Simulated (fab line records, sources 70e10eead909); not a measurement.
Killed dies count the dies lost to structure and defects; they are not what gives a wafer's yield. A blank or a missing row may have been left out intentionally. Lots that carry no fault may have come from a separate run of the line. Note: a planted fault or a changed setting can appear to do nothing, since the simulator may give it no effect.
fab line records	flow nandHarc
[record] lots = 11	wafers = 33	lastDay = 33
route steps=1302 shown A_CHANNEL_HOLE_D1@472 A_ONON_D2@547 END@1302
lots with no fault: from the same line, run without faults
startH: the number of hours between the record's first day and the start of the first shown wafer of the lot	waitH: hours from the lot's prior step to this one	" same as the row above	L1.1+2: a single row standing in for several wafers	- no value, or no start was given	* or withheld: withheld	< > ~ a bound
route shown NAME@n: NAME is a module with steps in the file, n the number in the route of the first one	usual: mean and standard deviation over wafers with no fault	same: alike in all rows	chamber/n: place in a boat	sites: the reading at each site	_std_site: how widely they spread, as a standard deviation	_edge_site: inner sites' mean taken away from outer sites' mean	radiusMm: for every site, how far away it sits from the centre of the wafer	mask NAME#n: copy n	behind: the last tool/chamber to shape the wafer	hold: why the lot was held/for how many hours/how that ended	device: which transistor (n, p or np) failed to switch	end of line: the tests these same wafers got at the end of their route	where a step has no rows: the recipe by itself	killed: dies lost to structure and defects at the first sort, not the wafer's yield	map: dies across one wafer; x = killed, . = not, _ = none there
set.NAME: the setting that was run; set.NAME@STEP: the one run at that earlier step	model.NAME: the simulator's own value behind a step, which no gauge read
a sample of lots followed through the steps of the route, with each step as a table and each wafer as a row
services: from which hour (startH, from the record's first day; less than 0 if before it) a tool's chamber was out of use, for how many hours, and why
[[steps]]
[step NHARC_A_CHANNEL_HOLE_D1_ETCH_20]
[recipe] biasV = 3000	sourceW = withheld	pressureMtorr = 20	timeS = 361.9	arFlowSccm = 375	c4f8FlowSccm = 89.3	o2FlowSccm = 35.7	tempC = -20	targetDepthA = 16000	chemistry = C4F8/O2/Ar
[usual] c4f8FlowSccm = 89.33/0.28	drypumpMotorCurrentA = 6.0/0.62	heBacksideLeakSccm = 6.0/0.42	showerheadPlenumPTorr = 3.69/0.061	throttleValvePct = 32.156/0.0097
lot.wafer	tool	chamber	startH	waitH	c4f8FlowSccm	drypumpMotorCurrentA	heBacksideLeakSccm	rfHoursCounterH	showerheadPlenumPTorr	throttleValvePct
L823.1	harEtch-02	0	189.17	0.1	88.95	6.3	6.1	284	3.77	32.161
L823.6	"	0	"	"	89.24	6.3	6.3	-	3.77	32.175
L823.5	"	1	"	"	88.96	5.0	6.0	-	3.63	32.149
L824.2	harEtch-02	0	199.66	0.1	89.25	6.3	6.3	288	3.77	32.152
L824.3	"	1	"	"	89.91	5.0	6.2	-	3.63	32.155
L824.6	"	0	"	"	89.09	6.3	6.4	-	3.77	32.151
L826.1	harEtch-01	1	220.32	0.1	89.94	6.6	5.6	115	3.72	32.175
L826.6	"	1	"	"	89.58	6.6	5.4	-	3.72	32.152
L826.5	"	0	"	"	89.63	6.2	5.4	-	3.72	32.141
L831.1	harEtch-01	1	252.49	0.1	89.32	6.6	5.5	130	3.71	32.164
L831.2	"	0	"	"	89.65	6.1	5.6	130	3.71	32.152
L831.3	"	0	"	"	89.32	6.1	5.4	-	3.71	32.172
L833.2	harEtch-02	1	286.88	0.1	89.31	5.0	6.4	341	3.60	32.157
L833.3	"	1	"	"	89.01	5.0	6.3	-	3.60	32.170
L833.6	"	0	"	"	89.82	6.3	7.0	-	3.75	32.147
L835.1	harEtch-01	0	294.38	0.1	89.05	6.1	5.8	160	3.69	32.157
L835.4	"	0	"	"	89.59	6.1	6.0	-	3.69	32.159
L835.5	"	1	"	"	88.96	6.6	5.5	-	3.69	32.156
L838.4	harEtch-01	0	329.35	0.2	89.48	6.2	6.0	-	3.68	32.154
L838.3	"	1	"	"	89.19	6.7	5.2	-	3.68	32.169
L838.5	"	0	"	"	89.27	6.2	5.9	-	3.68	32.148
L842.2	harEtch-01	1	365.25	0.1	89.39	6.7	5.8	203	3.67	32.164
L842.4	"	0	"	"	89.15	6.2	6.1	-	3.67	32.147
L842.3	"	1	"	"	89.03	6.7	5.9	-	3.67	32.149
L844.1	harEtch-01	0	393.96	0.1	89.36	6.2	6.3	218	3.66	32.161
L844.3	"	0	"	"	89.43	6.2	6.0	-	3.66	32.168
L844.4	"	1	"	"	88.93	6.6	6.1	-	3.66	32.160
L845.4	harEtch-01	1	398.42	0.2	88.94	6.7	5.7	-	3.66	32.140
L845.5	"	1	"	"	89.28	6.7	6.0	-	3.66	32.157
L845.6	"	0	"	"	89.33	6.2	6.1	-	3.66	32.166
L846.1	harEtch-02	1	418.72	0.1	89.43	5.0	5.1	12	3.93	32.154
L846.4	"	0	"	"	89.32	6.3	5.1	-	3.71	32.161
L846.6	"	1	"	"	89.70	5.0	5.2	-	3.93	32.170
[step NHARC_A_CHANNEL_HOLE_D1_ETCH_22]
[recipe] biasV = 3000	sourceW = withheld	pressureMtorr = 20	timeS = 666.7	arFlowSccm = 375	c4f8FlowSccm = 89.3	o2FlowSccm = 35.7	tempC = -20	targetDepthA = 16000	chemistry = C4F8/O2/Ar
[usual] c4f8FlowSccm = 89.29/0.27	drypumpMotorCurrentA = 6.0/0.63	heBacksideLeakSccm = 6.0/0.52	showerheadPlenumPTorr = 3.68/0.061	throttleValvePct = 32.155/0.0098
lot.wafer	tool	chamber	startH	waitH	c4f8FlowSccm	drypumpMotorCurrentA	heBacksideLeakSccm	rfHoursCounterH	showerheadPlenumPTorr	throttleValvePct
L823.1	harEtch-02	0	189.93	0.4	89.02	6.3	6.2	285	3.77	32.157
L823.6	"	0	"	"	89.12	6.3	6.3	-	3.77	32.149
L823.5	"	1	"	"	90.03	5.0	6.1	-	3.63	32.148
L824.2	harEtch-02	0	200.45	0.4	89.54	6.3	6.3	289	3.77	32.159
L824.3	"	1	"	"	88.95	5.0	5.8	-	3.63	32.155
L824.6	"	0	"	"	89.55	6.3	6.6	-	3.77	32.153
L826.1	harEtch-01	1	221.08	0.4	88.91	6.7	5.6	115	3.72	32.174
L826.6	"	1	"	"	88.68	6.7	5.4	-	3.72	32.160
L826.5	"	0	"	"	89.06	6.1	5.8	-	3.72	32.159
L831.1	harEtch-01	1	253.25	0.4	89.44	6.6	5.5	131	3.71	32.141
L831.2	"	0	"	"	89.49	6.2	5.4	131	3.71	32.159
L831.3	"	0	"	"	89.50	6.2	5.7	-	3.71	32.165
L833.2	harEtch-02	1	287.63	0.4	88.80	5.0	6.4	342	3.60	32.141
L833.3	"	1	"	"	88.90	5.0	6.0	-	3.60	32.130
L833.6	"	0	"	"	89.39	6.3	6.2	-	3.75	32.161
L835.1	harEtch-01	0	295.18	0.4	89.16	6.1	5.8	161	3.69	32.140
L835.4	"	0	"	"	88.90	6.2	5.8	-	3.69	32.154
L835.5	"	1	"	"	89.54	6.6	5.9	-	3.69	32.156
L838.4	harEtch-01	0	330.18	0.4	89.25	6.2	5.7	-	3.68	32.148
L838.3	"	1	"	"	89.55	6.7	5.5	-	3.68	32.177
L838.5	"	0	"	"	89.32	6.1	5.8	-	3.68	32.161
L842.2	harEtch-01	1	366.03	0.4	89.81	6.7	5.2	203	3.67	32.142
L842.4	"	0	"	"	89.51	6.2	6.0	-	3.67	32.142
L842.3	"	1	"	"	89.81	6.7	10.1	-	3.67	32.146
L844.1	harEtch-01	0	394.71	0.4	88.62	6.2	5.9	219	3.66	32.145
L844.3	"	0	"	"	89.38	6.2	5.8	-	3.66	32.168
L844.4	"	1	"	"	89.24	6.6	5.8	-	3.66	32.152
L845.4	harEtch-01	1	399.26	0.4	89.21	6.6	6.0	-	3.66	32.140
L845.5	"	1	"	"	89.26	6.7	5.8	-	3.66	32.161
L845.6	"	0	"	"	89.68	6.2	6.2	-	3.66	32.172
L846.1	harEtch-02	1	419.53	0.4	89.26	5.0	5.2	12	3.93	32.161
L846.4	"	0	"	"	89.41	6.3	5.3	-	3.71	32.155
L846.6	"	1	"	"	88.88	5.0	5.3	-	3.93	32.163
[step NHARC_A_CHANNEL_HOLE_D1_ETCH_33]
[recipe] biasV = 400	sourceW = 2000	pressureMtorr = 25	timeS = 90	arFlowSccm = 375	c4f8FlowSccm = 41.7	o2FlowSccm = 83.3	tempC = -20	targetDepthA = 4000	chemistry = C4F8/O2/Ar
[usual] c4f8FlowSccm = 41.71/0.12	drypumpMotorCurrentA = 6.0/0.63	heBacksideLeakSccm = 6.0/0.41	rfFwdPowerW = 1989/6.8	showerheadPlenumPTorr = 3.72/0.063	throttleValvePct = 27.619/0.0089
lot.wafer	tool	chamber	startH	waitH	c4f8FlowSccm	drypumpMotorCurrentA	heBacksideLeakSccm	rfFwdPowerW	rfHoursCounterH	showerheadPlenumPTorr	throttleValvePct
L823.1	harEtch-02	0	193.04	0.2	41.71	6.3	6.3	1985	288	3.81	27.614
L823.6	"	0	"	"	41.71	6.3	6.3	1988	-	3.81	27.616
L823.5	"	1	"	"	41.91	5.0	6.3	1986	-	3.67	27.613
L824.2	harEtch-02	0	203.50	0.2	41.57	6.3	6.1	1977	292	3.81	27.615
L824.3	"	1	"	"	41.74	5.0	6.4	1986	-	3.66	27.625
L824.6	"	0	"	"	41.37	6.3	6.0	1976	-	3.81	27.615
L826.1	harEtch-01	1	224.21	0.2	41.62	6.7	5.4	1990	118	3.75	27.611
L826.6	"	1	"	"	41.46	6.7	5.5	1993	-	3.75	27.611
L826.5	"	0	"	"	41.70	6.2	5.8	1985	-	3.76	27.620
L831.1	harEtch-01	1	256.36	0.2	41.63	6.7	5.5	1976	133	3.75	27.625
L831.2	"	0	"	"	41.81	6.2	5.7	1998	133	3.75	27.606
L831.3	"	0	"	"	41.69	6.2	5.6	1995	-	3.75	27.629
L833.2	harEtch-02	1	290.72	0.2	41.74	5.0	6.3	1989	345	3.63	27.624
L833.3	"	1	"	"	41.69	5.0	6.1	1990	-	3.63	27.616
L833.6	"	0	"	"	41.86	6.3	6.7	1987	-	3.79	27.613
L835.1	harEtch-01	0	298.25	0.2	41.78	6.2	5.8	1994	164	3.73	27.605
L835.4	"	0	"	"	41.83	6.2	5.8	2003	-	3.73	27.612
L835.5	"	1	"	"	41.76	6.7	5.5	1984	-	3.73	27.618
L838.4	harEtch-01	0	333.16	0.2	41.61	6.2	5.8	1987	-	3.72	27.626
L838.3	"	1	"	"	41.70	6.6	5.6	1984	-	3.72	27.603
L838.5	"	0	"	"	41.50	6.2	6.0	1990	-	3.72	27.610
L842.2	harEtch-01	1	369.08	0.2	41.78	6.7	5.9	1987	206	3.71	27.627
L842.4	"	0	"	"	41.74	6.1	5.9	1988	-	3.71	27.615
L842.3	"	1	"	"	41.64	6.7	6.0	1983	-	3.71	27.619
L844.1	harEtch-01	0	397.82	0.2	41.95	6.2	6.1	1993	221	3.70	27.623
L844.3	"	0	"	"	41.77	6.1	5.9	2005	-	3.70	27.621
L844.4	"	1	"	"	41.82	6.7	5.7	1992	-	3.70	27.617
L845.4	harEtch-01	1	402.25	0.2	41.65	6.6	5.9	1995	-	3.69	27.625
L845.5	"	1	"	"	41.81	6.7	6.0	1988	-	3.69	27.614
L845.6	"	0	"	"	41.71	6.2	5.9	1989	-	3.69	27.591
L846.1	harEtch-02	1	422.56	0.2	41.69	5.0	5.6	1987	15	3.97	27.611
L846.4	"	0	"	"	41.48	6.3	5.6	1982	-	3.74	27.623
L846.6	"	1	"	"	41.60	5.0	5.3	1982	-	3.97	27.617
[step NHARC_A_ONON_D2_DEP_03]
[recipe] targetThkA = 10000	n2FlowSccm = 2750	n2oFlowSccm = 2000	nh3FlowSccm = 500	sih4FlowSccm = 210	tempC = 400
lot.wafer	tool	chamber	startH	waitH
L823.1+5+6	pecvdOnon-03	0	282.01	0.1
L824.2+3+6	pecvdOnon-01	0	288.48	0.1
L826.1+5+6	pecvdOnon-03	0	310.59	0.1
L831.1+2+3	pecvdOnon-03	0	344.75	0.1
L833.2+3+6	pecvdOnon-01	0	381.16	0.1
L835.1+4+5	pecvdOnon-01	0	384.01	0.1
L838.3+4+5	pecvdOnon-01	0	417.48	0.3
L842.2+3+4	pecvdOnon-04	0	456.64	0.1
L844.1+3+4	pecvdOnon-03	0	488.78	0.1
L845.4+5+6	pecvdOnon-04	0	488.96	0.2
L846.1+4+6	pecvdOnon-03	0	509.65	0.1
[step NHARC_A_ONON_D2_THK_MEAS_05]
[recipe] thkMeasGauge = ellipsometry
[usual] thkNm = 1001/10
lot.wafer	tool	chamber	startH	waitH	thkNm
L823.1	filmMetro-01	-	282.53	-	998
L823.5	"	-	"	"	999
L823.6	"	-	"	"	997
L824.2	filmMetro-02	-	288.93	-	1003
L824.3	"	-	"	"	1003
L824.6	"	-	"	"	1005
L826.1	filmMetro-02	-	311.10	-	994
L826.5	"	-	"	"	994
L826.6	"	-	"	"	995
L831.1	filmMetro-01	-	345.26	-	1012
L831.2	"	-	"	"	1013
L831.3	"	-	"	"	1011
L833.2	filmMetro-01	-	381.61	-	998
L833.3	"	-	"	"	995
L833.6	"	-	"	"	994
L835.1	filmMetro-01	-	384.53	-	659
L835.4	"	-	"	"	660
L835.5	"	-	"	"	659
L838.3	filmMetro-02	-	417.88	-	651
L838.4	"	-	"	"	652
L838.5	"	-	"	"	655
L842.2	filmMetro-01	-	457.09	-	1002
L842.3	"	-	"	"	1001
L842.4	"	-	"	"	1001
L844.1	filmMetro-01	-	489.29	-	1003
L844.3	"	-	"	"	1006
L844.4	"	-	"	"	1005
L845.4	filmMetro-02	-	489.30	-	1014
L845.5	"	-	"	"	1014
L845.6	"	-	"	"	1014
L846.1	filmMetro-02	-	510.16	-	989
L846.4	"	-	"	"	989
L846.6	"	-	"	"	987
[step NHARC_END_SORT_01]
[recipe] tempC = 25
[usual] killedAtArray = 54/16	killedAtOther = 0.6/0.86	killedAtPeriphery = 3.8/2.6	killedDies = 58/16	killedOpen = 3.3/1.8	killedShort = 2.7/1.7
[same] grossDies = 677
lot.wafer	tool	chamber	startH	waitH	killedAtArray	killedAtOther	killedAtPeriphery	killedDies	killedOpen	killedShort
L835.1	prober-01	0	675.58	2.5	676	0	1	677	1	2
L835.4	prober-01	0	677.95	3.4	675	0	2	677	3	2
L835.5	prober-01	0	678.74	3.7	670	1	6	677	5	1
L838.3	prober-01	0	702.37	3.1	674	1	2	677	2	2
L838.4	prober-01	0	703.16	3.4	673	0	4	677	4	2
L838.5	prober-01	0	703.96	3.7	671	1	5	677	4	2
// killed by level:class
L835.1 A_ONON_D2:areaDep=634 A_SLIT:chamberFilmFlake=24 A_STAIRCASE:chamberFilmFlake=3 A_CONTACT:chamberFilmFlake=3 A_CHANNEL_FILL_D1:chamberFilmFlake=2 A_CHANNEL_HOLE_D2:chamberFilmFlake=2 A_SGD_CUT:chamberFilmFlake=2 A_CHANNEL_FILL_D1:geometricParticle:open=1
L835.4 A_ONON_D2:areaDep=633 A_SLIT:chamberFilmFlake=20 A_STAIRCASE:chamberFilmFlake=6 A_CHANNEL_HOLE_D1:chamberFilmFlake=2 A_CHANNEL_HOLE_D2:chamberFilmFlake=2 A_CONTACT:chamberFilmFlake=2 A_BONDPAD:chamberFilmFlake=2 A_CHANNEL_FILL_D1:geometricParticle:open=1
L835.5 A_ONON_D2:areaDep=627 A_SLIT:chamberFilmFlake=20 A_STAIRCASE:chamberFilmFlake=4 A_BONDPAD:chamberFilmFlake=4 P_ZERO_WELL:chamberFilmFlake=3 A_CHANNEL_HOLE_D1:chamberFilmFlake=3 A_DECK1_JOINT:geometricParticle:open=2 P_GATE:chamberFilmFlake=2
L838.3 A_ONON_D2:areaDep=639 A_CHANNEL_HOLE_D2:chamberFilmFlake=13 A_CHANNEL_HOLE_D1:chamberFilmFlake=7 A_SLIT:chamberFilmFlake=5 A_CHANNEL_FILL_D2:geometricParticle:open=2 P_M1:chamberFilmFlake=2 A_CONTACT:chamberFilmFlake=2 A_ONON_D1:geometricParticle:short=1
L838.4 A_ONON_D2:areaDep=643 A_CHANNEL_HOLE_D2:chamberFilmFlake=12 A_CHANNEL_HOLE_D1:chamberFilmFlake=6 A_SLIT:chamberFilmFlake=5 A_SOURCE_PLATE:geometricParticle:open=2 P_STI:chamberFilmFlake=2 A_DECK1_JOINT:geometricParticle:open=1 A_ONON_D2:geometricParticle:short=1
L838.5 A_ONON_D2:areaDep=628 A_CHANNEL_HOLE_D2:chamberFilmFlake=14 A_CHANNEL_HOLE_D1:chamberFilmFlake=10 A_CONTACT:chamberFilmFlake=5 P_STI:chamberFilmFlake=3 A_SLIT:chamberFilmFlake=3 A_M1:chamberFilmFlake=3 A_ZERO_WELL:chamberFilmFlake=2
[[services]]
tool	chamber	startH	hours	kind
harEtch-02	-	222.22	0.6	repair
pecvdOnon-03	-	227.20	13.0	pm
harEtch-02	0	243.02	-	consumableReplace:focusRing
harEtch-02	0	243.02	17.0	scheduledDown
harEtch-02	0	243.02	17.0	ventCycle
pecvdOnon-01	-	269.00	13.0	pm
harEtch-02	-	309.72	2.8	repair
pecvdOnon-04	-	311.08	13.0	pm
pecvdOnon-01	-	361.73	5.8	repair
harEtch-02	-	384.03	17.0	pm
harEtch-02	0	384.03	17.0	ventCycle
harEtch-02	1	384.03	17.0	ventCycle
harEtch-02	0	401.03	-	clean
harEtch-02	0	401.03	-	consumableReplace:focusRing
harEtch-02	1	401.03	-	clean
harEtch-02	1	401.03	-	consumableReplace:focusRing
harEtch-02	1	401.03	-	consumableReplace:showerhead
pecvdOnon-03	-	408.20	13.0	pm
pecvdOnon-01	-	450.00	13.0	pm
pecvdOnon-04	-	492.08	13.0	pm
[[key]]
[firstSign] step = NHARC_A_ONON_D2_THK_MEAS_05	reading = thkNm	direction = down	sigmas = 35	usual = 1001	struck = 656
[effect] step = NHARC_END_SORT_01	reading = killedAtArray	direction = up	sigmas = 39	usual = 54	struck = 673
[moreKillsBornAt] NHARC_A_ONON_D2_DEP_03@pecvdOnon-01 = 3804
metAt NHARC_A_ONON_D2_DEP_03
struckLots L835,L838
laterRowsLeftOut L835.1,L835.4,L835.5,L838.3,L838.4,L838.5
testerLeftOut L835,L838
notActingAt NHARC_A_CHANNEL_HOLE_D1_ETCH_20,NHARC_A_CHANNEL_HOLE_D1_ETCH_22,NHARC_A_CHANNEL_HOLE_D1_ETCH_33
onsetBetween 381.16 384.01
[fault] kind = processParameterDrift	tool = pecvdOnon-01	chamber = -	onsetH = 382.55	steps = NHARC_A_ONON_D2_DEP_03	channel = targetThkA	offset = *	shape = step	endH = 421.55	actsIn = *	stated = *
// testerLeftOut: of these lots the tester's yield and bins aren't shown, on N5 and GAA mostly nor the transistor test; their killed dies are dies lost to structure and defects alone, not to doping, threshold or leakage, so they don't give the yield
// laterRowsLeftOut: the simulator's readings of these wafers behind a module that went badly wrong aren't trusted and aren't shown, but for the sort
